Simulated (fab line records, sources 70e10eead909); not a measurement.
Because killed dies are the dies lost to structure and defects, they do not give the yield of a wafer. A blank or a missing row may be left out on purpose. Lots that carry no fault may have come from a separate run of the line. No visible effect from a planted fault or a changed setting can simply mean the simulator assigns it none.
Matching of chambers / flow nand harc / NHARC_A_STAIRCASE_DEP_151 on pecvd-01 has 3 sister chambers
The step deposits SiO2, target thk 3800 nm. 18 wafers are shown with their chamber, then 9 later ones without.

== WAFERS PAIRED WITH THEIR CHAMBERS ==
wafer=L075.4; chamber=2; heater power w (W)=549; susceptor temp C (C)=400.06
wafer=L075.5; chamber=1; heater power w (W)=532; susceptor temp C (C)=400.10
wafer=L075.6; chamber=0; heater power w (W)=653; susceptor temp C (C)=399.87
wafer=L081.1; chamber=2; heater power w (W)=530; susceptor temp C (C)=400.00
wafer=L081.4; chamber=0; heater power w (W)=638; susceptor temp C (C)=400.12
wafer=L081.5; chamber=1; heater power w (W)=534; susceptor temp C (C)=400.07
wafer=L085.1; chamber=2; heater power w (W)=647; susceptor temp C (C)=400.08
wafer=L085.2; chamber=1; heater power w (W)=660; susceptor temp C (C)=400.18
wafer=L085.3; chamber=0; heater power w (W)=787; susceptor temp C (C)=399.76
wafer=L087.1; chamber=2; heater power w (W)=550; susceptor temp C (C)=399.52
wafer=L087.4; chamber=0; heater power w (W)=651; susceptor temp C (C)=400.16
wafer=L087.6; chamber=2; heater power w (W)=519; susceptor temp C (C)=400.03
wafer=L089.1; chamber=2; heater power w (W)=644; susceptor temp C (C)=400.00
wafer=L089.4; chamber=1; heater power w (W)=518; susceptor temp C (C)=400.19
wafer=L089.5; chamber=0; heater power w (W)=660; susceptor temp C (C)=400.17
wafer=L091.2; chamber=2; heater power w (W)=537; susceptor temp C (C)=400.02
wafer=L091.3; chamber=1; heater power w (W)=538; susceptor temp C (C)=400.06
wafer=L091.5; chamber=2; heater power w (W)=519; susceptor temp C (C)=399.81

SIGNATURES (means of the wafers above)
reading=heater power w; chamber 0=677.80; chamber 1=556.40; chamber 2=561.88; scatter within a chamber=56.8
reading=susceptor temp C; chamber 0=400.0160; chamber 1=400.1200; chamber 2=399.9400; scatter within a chamber=0.165
Rule: for each reading, subtract the chamber's mean from the wafer's reading, divide by that reading's scatter and square the result; add these up over the readings and take the root, which gives the wafer's distance from the chamber. The wafer belongs to the nearest chamber; if the next one is less than 2 further off, it can't be placed. The scatter: take each reading less its chamber's mean, square it, sum over the shown wafers, divide by the number of wafers less the number of chambers, and take the root.

== WAFERS WITHOUT THEIR CHAMBER ==
wafer=L092.3; heater power w (W)=605; susceptor temp C (C)=400.01
wafer=L092.5; heater power w (W)=522; susceptor temp C (C)=399.82
wafer=L092.6; heater power w (W)=517; susceptor temp C (C)=400.16
wafer=L093.2; heater power w (W)=702; susceptor temp C (C)=399.70
wafer=L093.4; heater power w (W)=653; susceptor temp C (C)=399.81
wafer=L093.5; heater power w (W)=526; susceptor temp C (C)=399.94
wafer=L097.1; heater power w (W)=537; susceptor temp C (C)=399.89
wafer=L097.5; heater power w (W)=540; susceptor temp C (C)=399.78
wafer=L097.6; heater power w (W)=540; susceptor temp C (C)=399.88

== WHICH CHAMBER EACH WENT THROUGH ==
wafer=L092.3; from the rows above=can't be placed: 2 or 1 or 0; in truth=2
wafer=L092.5; from the rows above=can't be placed: 2 or 1 or 0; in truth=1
wafer=L092.6; from the rows above=can't be placed: 1 or 2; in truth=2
wafer=L093.2; from the rows above=can't be placed: 0 or 2 or 1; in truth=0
wafer=L093.4; from the rows above=can't be placed: 0 or 2 or 1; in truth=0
wafer=L093.5; from the rows above=can't be placed: 2 or 1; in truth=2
wafer=L097.1; from the rows above=can't be placed: 2 or 1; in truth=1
wafer=L097.5; from the rows above=can't be placed: 2 or 1 or 0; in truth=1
wafer=L097.6; from the rows above=can't be placed: 2 or 1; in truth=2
0 of 9 placed correctly. These rows do not allow placing 9 (true chamber among the candidates in 9). 0 placed wrongly.
